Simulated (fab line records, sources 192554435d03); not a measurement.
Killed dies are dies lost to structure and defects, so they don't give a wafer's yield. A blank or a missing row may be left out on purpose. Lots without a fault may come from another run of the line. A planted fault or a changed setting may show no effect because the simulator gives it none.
One fault seen from 2 desks | flow n5_finfet | each desk has only its own numbers; what lay behind them comes last

THE METROLOGY DESK
What the gauges read, lot by lot, whatever tool the lot ran on: means of the sampled wafers that have a number. A lot is out of limits, marked OUT, if its mean lies more than 4 standard deviations from the usual mean; the brackets give that distance. Of its 11 readings 7 are shown: those that lie furthest out on some lot.
Columns: A = NWFM_OVL at N5_HKMG_FIN_OVL_MEAS_13, usual -0.3 nm; B = IOFF_N at N5_BEOL_M4_RC_MEAS_101, usual 0.18 nA/um; C = IOFF_P at N5_BEOL_M4_RC_MEAS_101, usual 0.23 nA/um; D = ION_P at N5_BEOL_M4_RC_MEAS_101, usual 467 uA/um; E = SS_N at N5_BEOL_M4_RC_MEAS_101, usual 71.7 mV/dec; F = VT_N at N5_BEOL_M4_RC_MEAS_101, usual 249 mV; G = VT_P at N5_BEOL_M4_RC_MEAS_101, usual -250 mV
lot  | first seen here | A    | B    | C    | D   | E    | F   | G
L907 | day 4 15:23     | 0.4  | 0.18 | 0.23 | 465 | 72.1 | 249 | -251
L909 | day 5 02:50     | -1.0 | 0.13 | 0.16 | 452 | 71.3 | 253 | -255
L910 | day 5 08:06     | 0.3  | 0.18 | 0.25 | 473 | 71.9 | 251 | -250
L911 | day 5 19:43     | -1.0 | 0.17 | 0.25 | 470 | 71.7 | 248 | -247
L912 | day 5 20:26     | 0.2  | 0.15 | 0.20 | 478 | 70.6 | 249 | -249
L924 | day 8 22:20     | -0.0 | 0.25 | 0.32 | 478 | 72.7 | 243 | -245
L926 | day 9 09:43     | 0.4  | 0.18 | 0.18 | 459 | 72.0 | 247 | -256
L927 | day 9 16:37     | -1.4 | 0.13 | 0.16 | 462 | 71.0 | 253 | -257
L928 | day 9 22:04     | 0.2  | 0.19 | 0.22 | 465 | 71.9 | 246 | -251
This desk's finding: nothing out of limits on any of the 9 lots.

THE TOOL OWNER'S DESK: rie_diel-01
The tool's own readings at N5_HKMG_FIN_ETCH_35 (etches SOC in N2/H2, target depth 215.8 nm, time 243.4 s): means of the sampled wafers that have a number, for each lot that ran on this tool. A lot is out of limits, marked OUT, if its mean lies more than 4 standard deviations from the usual mean; the brackets give that distance.
Columns: A = drypump_motor_current_A at N5_HKMG_FIN_ETCH_35, usual 5.7 A; B = oes_product_au at N5_HKMG_FIN_ETCH_35, usual 0.80 a.u.; C = rf_fwd_power_W at N5_HKMG_FIN_ETCH_35, usual 2991 W; D = rf_vpp_V at N5_HKMG_FIN_ETCH_35, usual 142.0 V; E = showerhead_plenum_p_Torr at N5_HKMG_FIN_ETCH_35, usual 2.59 Torr; F = throttle_valve_pct at N5_HKMG_FIN_ETCH_35, usual 17.9 %
lot  | first seen here | A   | B    | C              | D                | E    | F
L909 | day 5 03:23     | 6.0 | 0.81 | 2989           | 141.3            | 2.54 | 17.9
L910 | day 5 08:28     | 5.5 | 0.82 | 3710 (+72) OUT | 132.6 (-7.9) OUT | 2.52 | 18.1
L911 | day 5 20:05     | 5.5 | 0.81 | 3717 (+73) OUT | 130.9 (-9.2) OUT | 2.52 | 18.1
L926 | day 9 10:34     | 5.5 | 0.79 | 2989           | 141.6            | 2.61 | 18.0
L927 | day 9 17:26     | 5.8 | 0.82 | 3003           | 141.9            | 2.66 | 18.0
L928 | day 9 22:52     | 6.0 | 0.75 | 2985           | 141.8            | 2.56 | 18.0
This desk's finding: out of limits on L910, L911; first on L910, day 5 08:28 (rf_fwd_power_W at N5_HKMG_FIN_ETCH_35). In limits: L909, L926, L927, L928.

PUT TOGETHER
The tool owner's desk could have raised an alarm at day 5 08:28, on L910, L911.
The metrology desk saw nothing out of limits.
The metrology desk has L910, L911 on record, within its limits.
Of the lots named, all ran N5_HKMG_FIN_ETCH_35 on rie_diel-01.

WHAT THE SIMULATOR HAD PUT IN
Process parameter drift: rie_diel-01, from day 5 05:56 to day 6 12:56, at N5_HKMG_FIN_ETCH_35. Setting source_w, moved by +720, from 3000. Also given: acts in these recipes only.
Lots struck among those shown: L910, L911.
Hours from the fault's start to each desk's first reading out of limits: the tool owner's desk, 3.
